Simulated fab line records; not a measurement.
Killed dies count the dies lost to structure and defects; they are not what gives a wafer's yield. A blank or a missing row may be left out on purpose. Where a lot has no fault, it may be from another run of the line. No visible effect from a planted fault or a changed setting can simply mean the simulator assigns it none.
Tool commonality check || flow nand_harc || 3 lots and 9 wafers in the sample

== REASON FOR OPENING ==
Flagged at NHARC_END_SORT_01: reading killed_dies, on 2 of 3 lots. Fault-free wafers read 32, with a standard deviation of 8.7.
Rule: flag the lot when none of its wafers has a number, or when each of its wafers that has one lies beyond 4 standard deviations from that mean. As for the other lots, they are considered sound.

{"lot": "L420", "measured": "day 21 05:57", "on": "prober-02", "killed_dies, wafer by wafer": "103 84 120", "flag": "FLAGGED"}
{"lot": "L423", "measured": "day 21 20:43", "on": "prober-01", "killed_dies, wafer by wafer": "124 110 86", "flag": "FLAGGED"}
{"lot": "L435", "measured": "day 25 15:51", "on": "prober-01", "killed_dies, wafer by wafer": "29 23 34", "flag": ""}
Average over the flagged lots: 104; offset from the usual +72, equal to +8 standard deviations.

== WHICH TOOL RAN EACH LOT ==
Before the reading, the record contains 3 process steps out of a 1159-step route. Read each cell as the tool, then ch plus the chambers that the sampled wafers visited, then the start.
{"lot": "L420", "flag": "FLAGGED", "NHARC_A_CONTACT_ETCH_139": "har_cap_etch-02 ch 0,1, day 18 21:54", "NHARC_A_BONDPAD_DEGAS_25": "pvd_sputter-03, day 19 23:46", "NHARC_A_BONDPAD_ANNEAL_28": "rtp_anneal-01 ch 0, day 20 00:34"}
{"lot": "L423", "flag": "FLAGGED", "NHARC_A_CONTACT_ETCH_139": "har_cap_etch-02 ch 0,1, day 19 02:47", "NHARC_A_BONDPAD_DEGAS_25": "pvd_sputter-01, day 20 05:38", "NHARC_A_BONDPAD_ANNEAL_28": "rtp_anneal-01 ch 0, day 20 06:22"}
{"lot": "L435", "flag": "", "NHARC_A_CONTACT_ETCH_139": "har_cap_etch-03 ch 0,1, day 22 23:39", "NHARC_A_BONDPAD_DEGAS_25": "pvd_sputter-02, day 24 00:17", "NHARC_A_BONDPAD_ANNEAL_28": "rtp_anneal-02 ch 0, day 24 01:08"}
These steps, and what they do:
- NHARC_A_CONTACT_ETCH_139: etches the open film in C4F8/O2/Ar, time 137 s, target depth 590 nm.
- NHARC_A_BONDPAD_DEGAS_25: time 60 s.
- NHARC_A_BONDPAD_ANNEAL_28: time 90 s.
- NHARC_END_SORT_01

== FLAGGED OVER TOTAL, TOOL BY TOOL (the gauges that took the reading come last) ==
{"step": "NHARC_A_CONTACT_ETCH_139", "tool": "har_cap_etch-02", "lots run": 2, "flagged": 2, "share of the flagged lots": "all", "sound lots run after its first flagged lot": 0}
{"step": "NHARC_A_CONTACT_ETCH_139", "tool": "har_cap_etch-03", "lots run": 1, "flagged": 0, "share of the flagged lots": "none", "sound lots run after its first flagged lot": "-"}
{"step": "NHARC_A_BONDPAD_DEGAS_25", "tool": "pvd_sputter-01", "lots run": 1, "flagged": 1, "share of the flagged lots": "some", "sound lots run after its first flagged lot": 0}
{"step": "NHARC_A_BONDPAD_DEGAS_25", "tool": "pvd_sputter-02", "lots run": 1, "flagged": 0, "share of the flagged lots": "none", "sound lots run after its first flagged lot": "-"}
{"step": "NHARC_A_BONDPAD_DEGAS_25", "tool": "pvd_sputter-03", "lots run": 1, "flagged": 1, "share of the flagged lots": "some", "sound lots run after its first flagged lot": 0}
{"step": "NHARC_A_BONDPAD_ANNEAL_28", "tool": "rtp_anneal-01", "lots run": 2, "flagged": 2, "share of the flagged lots": "all", "sound lots run after its first flagged lot": 0}
{"step": "NHARC_A_BONDPAD_ANNEAL_28", "tool": "rtp_anneal-02", "lots run": 1, "flagged": 0, "share of the flagged lots": "none", "sound lots run after its first flagged lot": "-"}
{"step": "NHARC_END_SORT_01", "tool": "prober-01", "lots run": 2, "flagged": 1, "share of the flagged lots": "some", "sound lots run after its first flagged lot": "1 (L435)"}
{"step": "NHARC_END_SORT_01", "tool": "prober-02", "lots run": 1, "flagged": 1, "share of the flagged lots": "some", "sound lots run after its first flagged lot": 0}

== WHAT THE TABLE ALLOWS ==
har_cap_etch-02 at NHARC_A_CONTACT_ETCH_139 and rtp_anneal-01 at NHARC_A_BONDPAD_ANNEAL_28 are the 2 rows of the table that ran each flagged lot.
- har_cap_etch-02 at NHARC_A_CONTACT_ETCH_139: 2 of its 2 lots flagged. In this sample it ran no sound lot ahead of its first flagged lot, so there is no way to narrow down the start.
- rtp_anneal-01 at NHARC_A_BONDPAD_ANNEAL_28: 2 of its 2 lots flagged. In this sample it ran no sound lot ahead of its first flagged lot, so there is no way to narrow down the start.
Counting lots can't tell these 2 tools apart, because each fits a fault that began at some hour. More lots, or a look at what each step does to the wafer, might.

== WHAT THE SIMULATOR HAD INSERTED ==
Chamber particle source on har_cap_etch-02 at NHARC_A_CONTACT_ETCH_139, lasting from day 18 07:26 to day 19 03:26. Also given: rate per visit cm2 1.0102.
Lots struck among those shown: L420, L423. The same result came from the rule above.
